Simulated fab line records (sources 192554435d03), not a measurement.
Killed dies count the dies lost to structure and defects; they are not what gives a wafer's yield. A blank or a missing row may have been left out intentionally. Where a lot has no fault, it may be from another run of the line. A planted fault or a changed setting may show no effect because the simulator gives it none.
Matching of chambers :: flow n5 finfet :: N5_FIN_CUT_ETCH_30 on rie diel-04: 4 sister chambers
The step etches underlayer in N2/H2, target depth 13 nm, time 10.4 s. 14 wafers are shown with their chamber, then 7 later ones without.

WAFERS PAIRED WITH THEIR CHAMBERS
wafer: L074.2
chamber: 1
showerhead plenum p Torr (Torr): 2.49
throttle valve pct (%): 18.14
oes product au (a.u.): 0.83

wafer: L074.3
chamber: 0
showerhead plenum p Torr (Torr): 2.55
throttle valve pct (%): 17.66
oes product au (a.u.): 0.65

wafer: L074.4
chamber: 2
showerhead plenum p Torr (Torr): 2.66
throttle valve pct (%): 17.59
oes product au (a.u.): 0.66

wafer: L080.2
chamber: 0
showerhead plenum p Torr (Torr): 2.55
throttle valve pct (%): 17.68
oes product au (a.u.): 0.64

wafer: L080.5
chamber: 3
showerhead plenum p Torr (Torr): 2.44
throttle valve pct (%): 17.79
oes product au (a.u.): 0.66

wafer: L080.6
chamber: 2
showerhead plenum p Torr (Torr): 2.65
throttle valve pct (%): 17.62
oes product au (a.u.): 0.66

wafer: L081.1
chamber: 2
showerhead plenum p Torr (Torr): 2.65
throttle valve pct (%): 17.63
oes product au (a.u.): 0.65

wafer: L081.2
chamber: 3
showerhead plenum p Torr (Torr): 2.44
throttle valve pct (%): 17.81
oes product au (a.u.): 0.66

wafer: L081.3
chamber: 1
showerhead plenum p Torr (Torr): 2.49
throttle valve pct (%): 18.16
oes product au (a.u.): 0.79

wafer: L083.2
chamber: 2
showerhead plenum p Torr (Torr): 2.65
throttle valve pct (%): 17.62
oes product au (a.u.): 0.64

wafer: L083.5
chamber: 3
showerhead plenum p Torr (Torr): 2.44
throttle valve pct (%): 17.82
oes product au (a.u.): 0.66

wafer: L083.6
chamber: 2
showerhead plenum p Torr (Torr): 2.65
throttle valve pct (%): 17.62
oes product au (a.u.): 0.65

wafer: L089.1
chamber: 1
showerhead plenum p Torr (Torr): 2.48
throttle valve pct (%): 18.16
oes product au (a.u.): 0.76

wafer: L089.2
chamber: 2
showerhead plenum p Torr (Torr): 2.65
throttle valve pct (%): 17.64
oes product au (a.u.): 0.65

SIGNATURES (averages over the wafers above)
reading: showerhead plenum p Torr
chamber 0: 2.5500
chamber 1: 2.4867
chamber 2: 2.6517
chamber 3: 2.4400
scatter within a chamber: 0.00387

reading: throttle valve pct
chamber 0: 17.6700
chamber 1: 18.1533
chamber 2: 17.6200
chamber 3: 17.8067
scatter within a chamber: 0.0153

reading: oes product au
chamber 0: 0.6450
chamber 1: 0.7933
chamber 2: 0.6517
chamber 3: 0.6600
scatter within a chamber: 0.0167
Rule: a wafer lies at a distance from a chamber equal to the root of the sum of squares, over the readings, of (its reading less the chamber's mean, divided by the reading's scatter). If the next closest chamber is less than 2 further off than the closest, the wafer can't be placed; otherwise it belongs to the closest. How the scatter is found: for the shown wafers, subtract from each reading the mean of its chamber, square and add these, divide the total by (wafers less chambers), then take the root.

WAFERS MISSING THEIR CHAMBER
wafer: L089.4
showerhead plenum p Torr (Torr): 2.44
throttle valve pct (%): 17.81
oes product au (a.u.): 0.64

wafer: L094.1
showerhead plenum p Torr (Torr): 2.48
throttle valve pct (%): 18.18
oes product au (a.u.): 0.73

wafer: L094.2
showerhead plenum p Torr (Torr): 2.43
throttle valve pct (%): 17.82
oes product au (a.u.): 0.64

wafer: L094.3
showerhead plenum p Torr (Torr): 2.54
throttle valve pct (%): 17.73
oes product au (a.u.): 0.63

wafer: L097.1
showerhead plenum p Torr (Torr): 2.54
throttle valve pct (%): 17.74
oes product au (a.u.): 0.63

wafer: L097.3
showerhead plenum p Torr (Torr): 2.48
throttle valve pct (%): 18.19
oes product au (a.u.): 0.74

wafer: L097.6
showerhead plenum p Torr (Torr): 2.54
throttle valve pct (%): 17.74
oes product au (a.u.): 0.63

CHAMBER TAKEN BY EACH
wafer: L089.4
from the rows above: 3
in truth: 3

wafer: L094.1
from the rows above: 1
in truth: 1

wafer: L094.2
from the rows above: 3
in truth: 3

wafer: L094.3
from the rows above: 0
in truth: 0

wafer: L097.1
from the rows above: 0
in truth: 0

wafer: L097.3
from the rows above: 1
in truth: 1

wafer: L097.6
from the rows above: 0
in truth: 0
7 of 7 placed correctly. Can't be placed from these rows: 0. Wrongly placed: 0.
